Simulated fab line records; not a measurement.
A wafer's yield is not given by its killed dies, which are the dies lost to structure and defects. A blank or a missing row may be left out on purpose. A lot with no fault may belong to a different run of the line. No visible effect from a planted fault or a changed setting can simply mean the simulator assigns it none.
fab line records | flow n5Finfet
[record] lots = 10 wafers = 30 lastDay = 17
route steps=1938 shown MOL_CONTACT_COAG@587 BEOL_M0_SAQP@637 BEOL_M4@1111 PASSIVATION@1936
lots that met no fault: from a run of the same line without faults
startH: hours from the record's opening day to when the first of the lot's shown wafers began | waitH: hours since the lot's step before | " unchanged from the row above | L1.1+2: a single row standing in for several wafers | - no value present, or no start provided | * or withheld: withheld | < > ~ a bound
route shown NAME@n: names a module that has steps shown in the file, with the first one's number in the route | usual: average and standard deviation across the fault-free wafers | same: alike in all rows | chamber/n: place in a boat | sites: per-site readings | _std_site: the standard deviation of these | _edge_site: mean of outer sites minus mean of inner sites | radiusMm: for every site, how far away it sits from the centre of the wafer | mask NAME#n: copy n | behind: the last tool/chamber to shape the wafer | hold: the reason the lot was held/the length of the hold in hours/how it ended | device: transistor that didn't switch, given as n, p or np | end of line: the same wafers' tests at the end of the route | a step with no rows: only its recipe | killed: dies that structure and defects cost at the first sort, which is not the same as the wafer's yield | map: shows each die of a wafer: x if killed, . if not, _ if none is there
set.NAME: the run value of the setting; set.NAME@STEP: its run value at that earlier step | model.NAME: the simulator's own value behind a step, which no gauge read
a sample of lots followed through the steps of the route, with each step as a table and each wafer as a row
services: a tool's chamber out of use, with start hour (startH, from the record's first day; less than 0 if before it), hours out, and reason
[[steps]]
[step N5_MOL_CONTACT_COAG_STRIP_96]
[recipe] chemistry = N2/H2 powerW = 500 tempC = 40 pressureMtorr = 50 rfFrequencyHz = 6e+07 overashFraction = 0.3 biasPowerW = 28 h2Frac = 0.5 n2FlowSccm = 300 h2FlowSccm = 300
[usual] chamberPressureMTorr = 50.00/0.062 drypumpMotorCurrentA = 5.6/0.51 h2FlowSccm = 300.1/0.94 oesProductAu = 0.82/0.093 rfVppV = 121.8/1.2 showerheadPlenumPTorr = 3.37/0.12 tempC = 40.00/0.12 throttleValvePct = 19.0/0.4
[same] overashFraction = 0.3
// columns lot.wafer tool chamber startH waitH chamberPressureMTorr drypumpMotorCurrentA h2FlowSccm oesProductAu rfHoursCounterH rfVppV showerheadPlenumPTorr tempC throttleValvePct
L471.1 rieDiel-06 0 111.37 0.0 49.96 5.7 301.2 0.90 32 122.4 3.56 40.12 18.6
L471.2 " 2 " " 49.96 5.6 301.1 0.73 185 122.5 3.48 40.16 19.6
L471.4 " 0 " " 49.89 5.7 299.6 0.90 - 122.4 3.56 40.30 18.6
L476.2 rieDiel-01 0 134.97 0.0 50.08 4.7 301.5 0.74 185 122.6 3.35 40.09 18.7
L476.4 " 2 " " 50.12 6.2 299.9 0.69 - 121.9 3.43 39.91 19.1
L476.5 " 0 " " 50.00 4.7 299.4 0.74 - 122.6 3.35 39.90 18.7
L478.1 rieDiel-06 0 145.54 0.0 49.95 5.8 299.6 0.87 46 123.4 3.55 40.08 18.7
L478.4 " 3 " " 49.93 5.5 301.4 0.82 79 122.0 3.27 39.67 18.8
L478.6 " 2 " " 50.09 5.6 300.6 0.71 - 122.2 3.47 40.13 19.7
L479.2 rieDiel-06 2 154.22 0.0 50.00 5.6 298.9 0.71 202 123.4 3.47 39.84 19.7
L479.4 " 0 " " 50.05 5.7 298.9 0.87 49 121.7 3.55 39.88 18.7
L479.6 " 1 " " 50.00 6.3 300.8 0.96 - 122.2 3.29 39.95 18.3
L481.2 rieDiel-06 2 168.58 0.0 49.98 5.6 299.8 0.71 208 123.0 3.47 39.78 19.7
L481.3 " 3 " " 49.97 5.6 299.4 0.82 87 121.5 3.26 39.85 18.8
L481.6 " 1 " " 50.00 6.3 298.9 0.95 - 123.0 3.29 39.95 18.3
L482.3 rieDiel-02 1 173.47 0.0 49.96 6.4 300.7 0.78 147 122.0 3.24 40.11 18.6
L482.4 " 3 " " 49.93 6.1 299.2 0.99 1 121.0 3.28 40.04 18.6
L482.6 " 2 " " 50.03 5.8 300.0 0.89 - 124.2 3.45 39.93 18.9
L483.1 rieDiel-02 2 177.23 0.0 49.88 5.8 301.0 0.90 21 120.4 3.45 39.88 18.9
L483.2 " 3 " " 50.12 6.2 299.9 0.99 2 122.4 3.28 40.23 18.6
L483.5 " 1 " " 49.98 6.4 299.5 0.79 - 122.3 3.24 40.24 18.7
L491.1 rieDiel-01 0 225.42 0.0 49.94 4.7 301.2 0.72 220 121.0 3.34 40.04 18.8
L491.2 " 2 " " 49.92 6.2 301.2 0.90 23 121.8 3.42 39.94 18.7
L491.3 " 3 " " 49.96 5.4 299.0 0.86 50 121.0 3.25 39.83 19.0
L492.1 rieDiel-01 1 230.54 0.0 49.98 5.0 300.2 0.70 196 121.0 3.22 39.89 19.6
L492.4 " 0 " " 49.98 4.7 297.7 0.71 222 122.5 3.33 39.94 18.7
L492.5 " 0 " " 50.04 4.7 298.2 0.71 - 120.4 3.33 40.05 18.8
L493.2 rieDiel-06 1 235.17 0.0 50.01 6.3 300.0 0.90 33 121.0 3.28 40.06 18.3
L493.4 " 0 " " 50.05 5.8 300.2 0.83 74 121.5 3.54 39.93 18.7
L493.5 " 0 " " 49.99 5.8 300.8 0.83 - 124.3 3.54 40.11 18.7
[step N5_MOL_CONTACT_COAG_CVD_140]
[recipe] material = W targetThkA = 665 mode = selectiveFill tempC = 300 timeS = 215
[usual] heaterPowerOuterW = 255/16 heaterPowerW = 475/39
// columns lot.wafer tool chamber startH waitH heaterPowerOuterW heaterPowerW
L471.1 cvdW-01 0 113.80 0.1 229 412
L471.2 " 1 " " 251 474
L471.4 " 1 " " 253 482
L476.2 cvdW-01 0 136.89 0.1 235 414
L476.4 " 1 " " 253 475
L476.5 " 0 " " 237 421
L478.1 cvdW-01 0 147.60 0.1 227 412
L478.4 " 1 " " 249 472
L478.6 " 0 " " 224 414
L479.2 cvdW-01 0 156.02 0.1 230 415
L479.4 " 0 " " 232 413
L479.6 " 1 " " 251 469
L481.2 cvdW-02 0 170.50 0.1 - -
L481.3 " 0 " " - -
L481.6 " 0 " " - -
L482.3 cvdW-02 1 175.34 0.1 - -
L482.4 " 0 " " - -
L482.6 " 1 " " - -
L483.1 cvdW-01 0 179.03 0.1 - -
L483.2 " 1 " " - -
L483.5 " 0 " " - -
L491.1 cvdW-02 0 227.50 0.1 281 505
L491.2 " 1 " " 268 508
L491.3 " 0 " " 273 510
L492.1 cvdW-01 0 233.76 0.1 233 408
L492.4 " 0 " " 230 417
L492.5 " 0 " " 236 421
L493.2 cvdW-02 1 237.19 0.1 266 500
L493.4 " 0 " " 276 509
L493.5 " 1 " " 266 503
[step N5_BEOL_M0_SAQP_PECVD_97]
[recipe] material = SiNx targetThkA = 230 tempC = 350 precursor = SiH4/NH3/N2 pressureTorr = 1.5 rfW = 300 timeS = 19.9
[usual] heaterPowerW = 555/52 showerheadPlenumPTorr = 5.118/0.024 throttleValvePct = 40.4/2.8
// columns lot.wafer tool chamber startH waitH heaterPowerW showerheadPlenumPTorr throttleValvePct
L471.1 pecvd-02 2 118.89 0.0 522 5.112 38.5
L471.2 " 0 " " 537 5.127 41.5
L471.4 " 0 " " 537 5.122 41.9
L476.2 pecvd-02 1 143.13 0.0 635 5.157 41.5
L476.4 " 2 " " 519 5.104 38.1
L476.5 " 1 " " 632 5.170 41.5
L478.1 pecvd-02 1 152.71 0.0 623 5.158 41.9
L478.4 " 0 " " 578 5.137 41.4
L478.6 " 2 " " 491 5.105 38.4
L479.2 pecvd-02 0 161.05 0.0 612 5.121 41.8
L479.4 " 2 " " 452 5.097 38.3
L479.6 " 0 " " 612 5.127 41.6
L491.1 pecvd-04 1 231.78 0.0 559 5.142 46.5
L491.2 " 0 " " 541 5.102 40.1
L491.3 " 2 " " 558 5.135 35.7
L492.1 pecvd-02 0 239.76 0.0 628 5.126 41.7
L492.4 " 0 " " 620 5.112 41.4
L492.5 " 2 " " 455 5.099 38.9
L493.2 pecvd-01 2 242.72 0.0 518 5.090 36.2
L493.4 " 0 " " 506 5.127 40.2
L493.5 " 1 " " 598 5.094 43.6
[step N5_BEOL_M0_SAQP_PECVD_04]
[recipe] material = a-Si targetThkA = 600 tempC = 350 precursor = SiH4/He pressureTorr = 3 rfW = 100 timeS = 60.2
[usual] heaterPowerW = 626/53 showerheadPlenumPTorr = 5.651/0.019 throttleValvePct = 18.4/1.2
// columns lot.wafer tool chamber startH waitH heaterPowerW showerheadPlenumPTorr throttleValvePct
L471.1 pecvd-02 2 118.93 0.0 597 5.631 17.6
L471.2 " 0 " " 670 5.641 19.0
L471.4 " 0 " " 648 5.644 18.8
L476.2 pecvd-02 1 143.17 0.0 742 5.698 19.1
L476.4 " 2 " " 523 5.623 17.3
L476.5 " 1 " " 733 5.699 19.2
L478.1 pecvd-02 1 152.75 0.0 733 5.681 19.0
L478.4 " 0 " " 658 5.645 18.6
L478.6 " 2 " " 583 5.650 17.6
L479.2 pecvd-02 0 161.09 0.0 640 5.656 19.1
L479.4 " 2 " " 504 5.641 17.4
L479.6 " 0 " " 657 5.645 19.0
L491.1 pecvd-04 1 231.82 0.0 691 5.661 20.9
L491.2 " 0 " " 604 5.652 18.2
L491.3 " 2 " " 657 5.655 16.4
L492.1 pecvd-02 0 239.80 0.0 709 5.638 18.8
L492.4 " 0 " " 703 5.653 19.0
L492.5 " 2 " " 581 5.641 17.8
L493.2 pecvd-01 2 242.76 0.0 564 5.630 16.5
L493.4 " 0 " " 565 5.653 18.1
L493.5 " 1 " " 645 5.647 20.1
[step N5_BEOL_M4_RC_MEAS_101]
[usual] DIBL_N = 36.8/1.5 DIBL_P = 37.1/2.1 IOFF_N = 0.168/0.03 IOFF_P = 0.22/0.034 ION_N = 679/12 ION_P = 466/8 SS_N = 71.7/0.58 SS_P = 73.5/0.67 VT_N = 248.8/2.7 VT_P = -250/3.3
// columns lot.wafer tool chamber startH waitH DIBL_N[mV/V] DIBL_P[mV/V] IOFF_N[nA/um] IOFF_P[nA/um] ION_N[uA/um] ION_P[uA/um] SS_N[mV/dec] SS_P[mV/dec] VT_N[mV] VT_P[mV]
L471.1 prober-01 0 170.64 0.0 37.6 39.4 0.203 0.29 694 475 71.2 74.3 245.8 -247
L471.2 " 0 " " 37.3 37.8 0.181 0.25 679 466 71.3 73.5 249.1 -248
L471.4 " 0 " " 38.0 39.2 0.197 0.28 679 470 71.7 74.9 247.4 -246
L476.2 prober-01 0 198.07 0.2 35.4 37.0 0.167 0.22 671 469 71.3 74.0 247.2 -249
L476.4 " 0 " " 35.5 37.0 0.166 0.21 680 463 71.8 72.8 245.1 -248
L476.5 " 0 " " 35.6 37.2 0.183 0.22 684 470 71.2 73.4 244.9 -247
L479.2 prober-01 0 209.36 0.2 38.6 40.4 0.222 0.23 688 457 71.9 74.1 245.8 -253
L479.4 " 0 " " 35.1 36.2 0.148 0.16 680 458 70.8 72.7 249.5 -257
L479.6 " 0 " " 37.7 38.2 0.178 0.20 673 457 72.5 73.5 249.2 -254
L478.1 prober-02 0 211.98 0.0 38.5 38.9 0.202 0.22 682 455 72.4 74.0 246.2 -250
L478.4 " 0 " " 35.3 36.3 0.153 0.19 678 466 72.1 73.2 250.0 -253
L478.6 " 0 " " 37.8 39.0 0.204 0.24 696 467 72.0 74.1 245.2 -249
L491.1 prober-02 0 288.14 0.0 39.5 39.8 0.233 0.28 712 478 71.8 74.5 244.4 -247
L491.2 " 0 " " 36.3 36.0 0.149 0.21 687 472 71.4 73.2 250.9 -249
L491.3 " 0 " " 37.7 37.7 0.182 0.23 695 476 72.2 73.2 248.9 -250
L492.1 prober-02 0 296.59 0.0 33.4 33.0 0.126 0.19 679 469 71.3 72.9 252.8 -251
L492.4 " 0 " " 34.7 34.8 0.147 0.22 681 472 71.5 73.4 252.4 -247
L492.5 " 0 " " 36.5 36.2 0.164 0.26 678 474 72.4 73.0 248.7 -246
L493.2 prober-01 0 314.67 0.2 37.7 38.6 0.167 0.25 676 467 71.3 73.1 249.5 -246
L493.4 " 0 " " 38.0 37.2 0.171 0.22 680 469 71.0 72.6 249.2 -248
L493.5 " 0 " " 35.4 34.7 0.135 0.18 667 455 71.3 72.9 252.4 -251
[step N5_PASSIVATION_PROBE_49]
[usual] defectLimitedYield = 91.0/1.5 killed_at_M0_to_M3 = 34/11 killed_at_M4_up = 14/5.3 killedAtContacts = 13/7 killedAtFrontEnd = 41/13 killedAtOther = 4/3.1 killedDies = 106/17 killedOnRim = 14/3.9 killedOpen = 70/12 killedShort = 35/8 sort_bin_5_function = 5.2/0.98 sort_bin_6_memory = 3.4/0.69 sortNPass = 1074/17 sortYieldPct = 91.0/1.5
[same] grossDies = 1180 killedAtBackSide = 0 sort_bin_4_leakage[%] = 0 sort_bin_8_speed[%] = 0
// columns lot.wafer tool chamber startH waitH defectLimitedYield[%] killed_at_M0_to_M3 killed_at_M4_up killedAtContacts killedAtFrontEnd killedAtOther killedDies killedOnRim killedOpen killedShort sort_bin_5_function[%] sort_bin_6_memory[%] sortNPass sortYieldPct[%]
L481.2 prober-02 - 339.64 0.1 0 15 10 1089 59 7 1180 152 65 39 95.7 3.9 0 0
L481.3 prober-02 - 339.69 0.1 0 10 15 1111 40 4 1180 152 51 32 96.0 3.4 0 0
L481.6 prober-02 - 339.84 0.3 0 25 14 1088 46 7 1180 152 70 38 95.4 4.4 0 0
L483.1 prober-02 - 341.91 0.0 0 31 12 1088 43 6 1180 152 69 33 96.6 3.1 0 0
L483.2 prober-02 - 341.96 0.1 0 48 21 1058 51 2 1180 152 89 42 95.7 3.7 0 0
L483.5 prober-02 - 342.11 0.2 0 23 20 1091 41 5 1180 152 55 39 96.8 3.0 0 0
L482.3 prober-02 - 356.60 0.1 0 23 11 1107 33 6 1180 152 40 35 97.1 2.7 0 0
L482.4 prober-02 - 356.65 0.2 0 35 11 1095 33 6 1180 152 63 34 96.4 3.3 0 0
L482.6 prober-02 - 356.75 0.3 0 32 11 1083 47 7 1180 152 82 33 96.2 3.6 0 0
// killed by level:class
L481.2 MOL_CONTACT_COAG:areaCvd=1076 STI_FIN_REVEAL:geometricParticle:open=22 MOL_CONTACT_COAG:geometricParticle:open=13 FIN_SAQP:geometricParticle:open=9 FIN_SAQP:geometricParticle:short=8 STI_FIN_REVEAL:geometricParticle:short=7 BEOL_M0:geometricParticle:short=5 GATE_CUT:geometricParticle:short=3
L481.3 MOL_CONTACT_COAG:areaCvd=1094 MOL_CONTACT_COAG:geometricParticle:open=13 FIN_SAQP:geometricParticle:open=9 GATE_CUT:geometricParticle:short=8 STI_FIN_REVEAL:geometricParticle:open=6 FIN_SAQP:geometricParticle:short=5 BEOL_M4:geometricParticle:open=5 MOL_CONTACT_COAG:geometricParticle:short=4
L481.6 MOL_CONTACT_COAG:areaCvd=1069 STI_FIN_REVEAL:geometricParticle:open=15 MOL_CONTACT_COAG:geometricParticle:open=14 BEOL_M3:geometricParticle:open=8 FIN_SAQP:geometricParticle:open=6 BEOL_M0_SAQP:geometricParticle:short=6 FIN_SAQP:geometricParticle:short=5 MOL_CONTACT_COAG:geometricParticle:short=5
L483.1 MOL_CONTACT_COAG:areaCvd=1078 BEOL_M2:geometricParticle:open=13 FIN_SAQP:geometricParticle:open=8 STI_FIN_REVEAL:geometricParticle:open=8 MOL_CONTACT_COAG:geometricParticle:open=7 DUMMY_GATE:geometricParticle:open=6 FIN_SAQP:geometricParticle:short=5 BEOL_M2:geometricParticle:short=4
L483.2 MOL_CONTACT_COAG:areaCvd=1049 BEOL_M2:geometricParticle:open=12 FIN_SAQP:geometricParticle:short=11 BEOL_M1:geometricParticle:open=10 MOL_CONTACT_COAG:geometricParticle:open=9 BEOL_M4:geometricParticle:open=9 STI_FIN_REVEAL:geometricParticle:open=8 GATE_CUT:geometricParticle:short=7
L483.5 MOL_CONTACT_COAG:areaCvd=1085 FIN_SAQP:geometricParticle:short=9 STI_FIN_REVEAL:geometricParticle:open=8 BEOL_M4:geometricParticle:open=8 BEOL_M2:geometricParticle:open=7 MOL_CONTACT_COAG:geometricParticle:open=5 BEOL_M2:geometricParticle:short=4 BEOL_M3:geometricParticle:open=4
L482.3 MOL_CONTACT_COAG:areaCvd=1104 DUMMY_GATE:geometricParticle:open=9 BEOL_M0_SAQP:geometricParticle:open=8 STARTING-WAFER:geometricParticle:short=6 FIN_SAQP:geometricParticle:short=4 BEOL_M0_SAQP:geometricParticle:short=4 BEOL_M2:geometricParticle:open=4 BEOL_M4:geometricParticle:open=4
L482.4 MOL_CONTACT_COAG:areaCvd=1083 BEOL_M2:geometricParticle:open=11 STI_FIN_REVEAL:geometricParticle:open=7 MOL_CONTACT_COAG:geometricParticle:open=7 GATE_CUT:geometricParticle:short=6 BEOL_M0_SAQP:geometricParticle:short=6 MOL_CONTACT_COAG:geometricParticle:short=5 BEOL_M1:geometricParticle:open=5
L482.6 MOL_CONTACT_COAG:areaCvd=1065 STI_FIN_REVEAL:geometricParticle:open=19 MOL_CONTACT_COAG:geometricParticle:open=15 BEOL_M3:geometricParticle:open=11 BEOL_M0_SAQP:geometricParticle:open=6 BEOL_M0_SAQP:geometricParticle:short=6 FIN_SAQP:geometricParticle:short=5 GATE_CUT:geometricParticle:short=5
[[services]]
// columns tool chamber startH hours kind
pecvd-04 1 88.82 2.1 scheduledDown
rieDiel-02 2 96.77 1.5 repair
rieDiel-02 2 101.58 - clean
rieDiel-02 2 101.58 - consumableReplace:focusRing
rieDiel-02 2 101.58 20.0 scheduledDown
rieDiel-02 2 101.58 20.0 ventCycle
rieDiel-06 1 109.69 - clean
rieDiel-06 1 109.69 - consumableReplace:focusRing
rieDiel-06 1 109.69 20.6 scheduledDown
rieDiel-06 1 109.69 20.6 ventCycle
cvdW-02 - 114.66 1.0 repair
rieDiel-01 3 130.35 4.5 repair
pecvd-04 - 130.72 0.6 repair
cvdW-02 - 133.20 6.9 pm
pecvd-04 0 134.53 2.1 scheduledDown
pecvd-02 - 136.68 2.8 pm
rieDiel-01 2 147.45 - clean
rieDiel-01 2 147.45 - consumableReplace:focusRing
rieDiel-01 2 147.45 14.8 scheduledDown
rieDiel-01 2 147.45 14.8 ventCycle
rieDiel-01 - 148.96 0.1 repair
rieDiel-02 1 158.46 5.5 repair
rieDiel-06 - 215.62 15.6 pm
rieDiel-02 2 235.45 2.4 repair
[[key]]
[firstSign] step = N5_MOL_CONTACT_COAG_CVD_140 reading = toolRecord direction = missing
[effect] step = N5_PASSIVATION_PROBE_49 reading = killedAtContacts direction = up sigmas = 99+ usual = 13 struck = 1090
[moreKillsBornAt] N5_MOL_CONTACT_COAG_CVD_140@cvdW-02 = 6488 N5_MOL_CONTACT_COAG_CVD_140@cvdW-01 = 3212
metAt N5_MOL_CONTACT_COAG_CVD_140
struckLots L481,L482,L483
laterRowsLeftOut L481.2,L481.3,L481.6,L482.3,L482.4,L482.6,L483.1,L483.2,L483.5
notActingAt N5_MOL_CONTACT_COAG_STRIP_96,N5_BEOL_M0_SAQP_PECVD_97,N5_BEOL_M0_SAQP_PECVD_04
onsetBetween 156.02 170.50
[fault] kind = skippedStepWhole tool = cvdW-01,cvdW-02 chamber = - onsetH = 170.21 steps = N5_MOL_CONTACT_COAG_CVD_140 scope = struckLotsOnly
// laterRowsLeftOut: the simulator's readings of these wafers behind a module that went badly wrong aren't trusted and aren't shown, but for the sort
